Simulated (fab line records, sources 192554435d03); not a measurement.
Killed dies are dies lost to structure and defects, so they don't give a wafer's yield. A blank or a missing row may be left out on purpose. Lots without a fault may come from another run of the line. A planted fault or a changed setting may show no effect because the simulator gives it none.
A struck lot beside a sound one | flow n5_finfet | 42 steps out of a route of 1938
Sound: wafers L360.2, L360.3, L360.6. Struck: wafers L370.4, L370.5. (L370.3 of the same lot was not struck and is left out.) The cause comes at the end.
At each step with rows: each side's tool, then ch and its chambers, then its first start. Under that, the readings that differ: sound wafers | struck wafers | difference of the means | sigmas: that difference in standard deviations of wafers without a fault.
alike: readings whose means differ by less than 2 such deviations, and words and numbers that are the same on both sides. not compared: withheld readings, readings that some wafer has no value for, bounds like >300 that may hide the same value, and numbers for which the record gives no deviation and whose values overlap.
The two part at a step that has a row with sigmas, a row that says differs or no value, or rows on one side only. Numbers that don't overlap but have no deviation are shown without sigmas and don't part them. A reading that every wafer of one side lacks parts them only if that side has two wafers or more.

first, 11 steps without rows for these wafers: N5_BEOL_M1_DESCUM_33 (chemistry O2, time 7 s); N5_BEOL_M1_ETCH_77 (etches underlayer in N2/H2, target depth 6.5 nm, time 5.2 s); N5_BEOL_M1_ETCH_69 (etches SiARC in CF4, target depth 15.6 nm, time 26 s); N5_BEOL_M1_ALD_98 (deposits SiO2, target thk 2.5 nm, pulse time 1 s, co reactant pulse time 1 s); N5_BEOL_M1_ETCHBACK_99 (etches SiO2 in CHF3, target depth 5 nm, time 10.4 s); N5_BEOL_M1_ETCH_70 (etches SOC in N2/H2, target depth 80 nm, overetch 16 nm, time 120 s); N5_BEOL_M1_STRIP_71 (strips in N2/H2); N5_BEOL_M1_STRIP_78 (strips in N2/H2); N5_BEOL_M1_VIA_ETCH_34 (etches the open film in C4F6/O2, target depth 67.8 nm, time 64.4 s); N5_BEOL_M1_STRIP_83 (strips in C4F6/O2); N5_BEOL_M1_STRIP_36 (strips in N2/H2).
N5_BEOL_M1_TRENCH_ETCH_37: etches SiOC in C4F6/O2, target depth 55.207 nm, time 29 s.
  sound on rie_diel-02 ch 1,3, day 9 18:26; struck on rie_diel-03 ch 0,1, day 12 01:43
  reading                                    | sound             | struck      | difference | sigmas
  oes_product_au (a.u.)                      | 0.75 0.80 0.75    | 1.03 1.10   | +0.30      | +4
  model.BEOL_M1.feature_depth_nm (nm)        | 55.4 55.4 55.8    | 78.6 80.4   | +24.0      |
  model.etch.depth_nm (nm)                   | 55.46 55.43 55.78 | 78.69 80.38 | +23.98     |
  model.TiN_of_BEOL_M1_HM_DEP_02.thk_nm (nm) | 17.4 17.6 18      | 16.4 16.2   | -1.4       |
  alike: O2_flow_sccm, bias_w, drypump_motor_current_A, rf_vpp_V, showerhead_plenum_p_Torr, throttle_valve_pct
  not compared: rf_hours_counter_h
then, 2 steps without rows for these wafers: N5_BEOL_M1_ETCH_41 (etches SiCN in CH3F/O2, target depth 31.9 nm, time 57.8 s); N5_BEOL_M1_STRIP_97 (strips in N2/H2, time 10 s).
N5_BEOL_M1_OCD_MEAS_38:
  sound on ocd-01, day 9 18:36; struck on ocd-02, day 12 01:53
  reading              | sound          | struck    | difference | sigmas
  trench_depth_nm (nm) | 54.9 55.0 55.9 | 78.7 80.9 | +24.5      | +25
then, 25 steps without rows for these wafers: N5_BEOL_M1_HM_STRIP_39 (strips TiN in peroxide tin strip, target depth 25 nm, time 158 s); N5_BEOL_M1_SRD_40 (time 30 s); N5_BEOL_M1_PRECLEAN_42 (cleans in residue remover, time 60 s); N5_BEOL_M1_SRD_43 (time 30 s); N5_BEOL_M1_DEGAS_44 (time 60 s); N5_BEOL_M1_PRE_CLEAN_45 (time 30 s); N5_BEOL_M1_ALD_84 (deposits TaN, pulse time 2 s, purge time 3 s, co reactant purge time 2 s); N5_BEOL_M1_SURFACE_TREAT_85; N5_BEOL_M1_CVD_47 (deposits Co from CCTBA/H2, target thk 3 nm, time 223.8 s); N5_BEOL_M1_SPUTTER_48 (material Cu, target thk 4.5 nm, time 8.29 s); N5_BEOL_M1_ANNEAL_49 (time 240 s); N5_BEOL_M1_SPUTTER_79 (material Cu, target thk 4.5 nm, time 8.29 s); N5_BEOL_M1_ANNEAL_80 (time 240 s); N5_BEOL_M1_SPUTTER_81 (material Cu, target thk 4.5 nm, time 8.29 s); N5_BEOL_M1_ANNEAL_82 (time 240 s); N5_BEOL_M1_SPUTTER_86 (material Cu, target thk 4.5 nm, time 8.29 s); N5_BEOL_M1_ANNEAL_87 (time 240 s); N5_BEOL_M1_SPUTTER_88 (material Cu, target thk 4.5 nm, time 8.29 s); N5_BEOL_M1_ANNEAL_89 (time 240 s); N5_BEOL_M1_SPUTTER_90 (material Cu, target thk 4.5 nm, time 8.29 s); N5_BEOL_M1_ANNEAL_91 (time 240 s); N5_BEOL_M1_SPUTTER_92 (material Cu, target thk 4.5 nm, time 8.29 s); N5_BEOL_M1_ANNEAL_93 (time 240 s); N5_BEOL_M1_SPUTTER_94 (material Cu, target thk 4.5 nm, time 8.29 s); N5_BEOL_M1_ANNEAL_95 (time 240 s).
N5_BEOL_M4_RC_MEAS_101:
  sound on prober-02 ch 0, day 11 13:49; struck on prober-02 ch 0, day 13 18:40
  reading                      | sound       | struck  | difference | sigmas
  CHAIN_V0 (ohm/link)          | 234 232 243 | 183 196 | -47        | -4
  CHAIN_V0_max_site (ohm/link) | 240 250 250 | 192 205 | -48        | -4
  alike: DIBL_N, DIBL_P, IOFF_N, IOFF_P, ION_N, ION_P, SS_N, SS_P, VT_N, VT_P
-- the record jumps here: 4 days lie between the struck wafers' starts before and after (it left off in module BEOL_M4 and takes up again in module PASSIVATION, whose first step shown is number 1936 of the route) --
N5_PASSIVATION_PROBE_49:
  sound on prober-01, day 15 23:48; struck on prober-02, day 17 19:55
  reading                  | sound          | struck    | difference | sigmas
  defect_limited_yield (%) | 91.0 90.9 91.4 | 78.1 54.8 | -24.7      | -15
  killed_at_M0_to_M3       | 41 43 37       | 183 474   | +288       | +29
  killed_dies              | 106 107 101    | 258 533   | +291       | +16
  killed_on_rim            | 10 16 11       | 84 52     | +56        | +13
  sort_n_pass              | 1074 1073 1079 | 922 647   | -291       | -15
  sort_yield_pct (%)       | 91.0 90.9 91.4 | 78.1 54.8 | -24.7      | -15
  alike: killed_at_M4_up, killed_at_contacts, killed_at_front_end, killed_at_other, killed_open, killed_short, sort_bin_5_function, sort_bin_6_memory

WHERE THEY PART
First at N5_BEOL_M1_TRENCH_ETCH_37; last, within this record, at N5_PASSIVATION_PROBE_49.

WHY: what the simulator had put in
Process parameter drift: rie_diel-03, from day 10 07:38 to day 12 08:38, at N5_BEOL_M1_TRENCH_ETCH_37. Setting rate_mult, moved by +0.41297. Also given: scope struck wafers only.
